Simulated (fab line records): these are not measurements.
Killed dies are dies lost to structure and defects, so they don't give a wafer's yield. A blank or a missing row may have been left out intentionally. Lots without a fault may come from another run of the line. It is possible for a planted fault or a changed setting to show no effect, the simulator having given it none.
Struck lot and sound lot, side by side	flow n5_finfet	21 out of 1938 route steps
Sound: these wafers, L724.2, L724.3, L724.6. The struck wafers were L714.2, L714.3, L714.4. The cause is named last.
For every step that has rows: the tool of each side, followed by ch and its chambers, followed by its first start. Under that, the readings that differ: sound wafers	struck wafers	difference of the means	sigmas: that difference in standard deviations of wafers without a fault.
alike: a reading whose means differ by less than 2 such deviations, as well as words and numbers matching on both sides. not compared: withheld readings; readings where some wafer has no value; bounds like >300 that might hide an equal value; numbers whose values overlap and for which the record gives no deviation.
A row with sigmas, a row that says differs or no value, or rows on one side alone: a step with any of these is where the two part. Numbers that don't overlap but have no deviation are shown without sigmas and don't part them. A reading that every wafer of one side lacks parts them only if that side has two wafers or more.

first, 9 steps without rows for these wafers: N5_BEOL_M3_CO_CAP_55 (material Co, precursor CCTBA/H2, target thk 2 nm, time 102.1 s); N5_BEOL_M3_PRE_CLEAN_56 (time 15 s); N5_BEOL_M3_DEP_57 (deposits SiCN from 3MS/NH3, target thk 8 nm, time 14 s); N5_BEOL_M4_ILD_DEP_00 (deposits SiOC from DEMS/O2, target thk 79 nm, time 15.3 s); N5_BEOL_M4_PECVD_72 (deposits SiO2 from TEOS/O2, target thk 16 nm, time 18 s); N5_BEOL_M4_HM_DEP_02 (deposits TiN, target thk 20 nm); N5_BEOL_M4_COAT_61 (time 60 s, resist thk 60 nm); N5_BEOL_M4_COAT_62 (time 60 s, resist thk 12 nm); N5_BEOL_M4_COAT_73 (time 60 s, resist thk 5 nm).
N5_BEOL_M4_COAT_05: resist thk 30 nm.
  sound on litho_track-02 ch 0, day 12 03:07; struck on litho_track-05 ch 0, day 9 15:52
reading	sound	struck	difference	sigmas
dispense_pressure_kPa (kPa)	56 56 56	48 48 48	-8	-2
spin_speed_rpm (rpm)	1501.7 1499.3 1500.8	1370.6 1369.4 1371.3	-130.2	-99 or more
model.CAR-EUV_of_BEOL_M4_COAT_05.thk_nm (nm)	30 30 30	31.4 31.4 31.4	+1.4	
then, 7 steps without rows for these wafers: N5_BEOL_M4_EBR_07; N5_BEOL_M4_SOFTBAKE_06 (time 60 s); N5_BEOL_M4_EXPOSE_08 (exposes mask M4); N5_BEOL_M4_PEB_09 (peb time 60 s); N5_BEOL_M4_DEVELOP_10 (develop time 30 s); N5_BEOL_M4_DESCUM_16 (chemistry O2, time 7 s); N5_BEOL_M4_ETCH_74 (etches underlayer in N2/H2, target depth 6.5 nm, time 5.2 s).
N5_BEOL_M4_ETCH_63: etches SiARC in CF4, target depth 15.6 nm, time 26 s.
  sound on rie_diel-04 ch 0,2, day 12 03:40; struck on rie_diel-04 ch 0,1,3, day 9 16:25
reading	sound	struck	difference	sigmas
model.CAR-EUV_of_BEOL_M4_COAT_05.thk_nm (nm)	11.2 11.2 11.2	12.4 12.4 12.4	+1.2	
  alike: drypump_motor_current_A, etch_rf_on_time_s, oes_product_au, rf_vpp_V, showerhead_plenum_p_Torr, throttle_valve_pct
  not compared: rf_hours_counter_h
then, 1 step without rows for these wafers: N5_BEOL_M4_ETCH_64 (etches SOC in N2/H2, target depth 75 nm, overetch 22.5 nm, time 121.9 s).
N5_BEOL_M4_RC_MEAS_101:
  sound on prober-01 ch 0, day 12 22:34; struck on prober-02 ch 0, day 10 02:45
  alike: DIBL_N, DIBL_P, IOFF_N, IOFF_P, ION_N, ION_P, SS_N, SS_P, VT_N, VT_P
-- record jumps: 4 days separate the struck wafers' starts on either side; left off in module BEOL_M4, taken up again in module PASSIVATION, whose first shown step is the route's number 1936 --
N5_PASSIVATION_PROBE_49:
  record: rows for the struck wafers here (prober-02, day 14 09:49), none for the sound ones

== WHERE THEY PART ==
At N5_BEOL_M4_COAT_05 first; at N5_PASSIVATION_PROBE_49 last (within this record only).

WHY: whatever the simulator had introduced
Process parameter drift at N5_BEOL_M4_COAT_05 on litho_track-05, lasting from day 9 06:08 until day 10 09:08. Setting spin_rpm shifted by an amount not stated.
